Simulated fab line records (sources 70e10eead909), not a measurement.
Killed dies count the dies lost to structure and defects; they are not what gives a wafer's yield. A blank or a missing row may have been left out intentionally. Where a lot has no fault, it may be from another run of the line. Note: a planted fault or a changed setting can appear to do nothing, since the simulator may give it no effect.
Chamber matching ; flow nand_harc ; rie_diel-06 running NHARC_A_CHANNEL_HOLE_D1_DESCUM_15: 4 sister chambers
The step chemistry O2, time 3 s. 8 wafers are shown with their chamber, then 7 later ones without.

## WAFERS WITH THEIR CHAMBER
wafer;chamber;drypump_motor_current_A (A);oes_product_au (a.u.)
L153.1;3;6.1;0.993
L154.4;3;6.1;0.991
L154.5;1;5.5;1.002
L156.1;0;4.8;0.999
L156.2;1;5.6;0.991
L156.4;2;5.5;0.997
L159.1;0;4.8;1.015
L159.3;2;5.5;1.000

## WAFERS WITHOUT THEIR CHAMBER
wafer;drypump_motor_current_A (A);oes_product_au (a.u.)
L159.5;4.8;1.015
L165.3;4.8;0.995
L165.5;5.6;1.010
L165.6;5.5;1.004
L171.1;4.8;1.000
L171.5;5.6;1.008
L171.6;6.1;1.014

## EACH ONE'S CHAMBER
wafer;from the rows above;in truth
L159.5;0;0
L165.3;0;0
L165.5;can't be placed: 1 or 2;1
L165.6;can't be placed: 2 or 1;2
L171.1;0;0
L171.5;can't be placed: 1 or 2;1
L171.6;3;3
4 of 7 placed correctly. These rows do not allow placing 3 (true chamber among the candidates in 3). Wrongly placed: 0.
How it was worked out, from the rows above alone: a wafer's distance from a chamber is the root of the sum, over the readings, of the square of ((its reading less the chamber's mean) divided by the reading's scatter). If the next closest chamber is less than 2 further off than the closest, the wafer can't be placed; otherwise it belongs to the closest. The mean given for a chamber averages the wafers shown for that chamber. The scatter: the root of (the sum of the squares of (reading less its chamber's mean) over the shown wafers, divided by (wafers less chambers)).
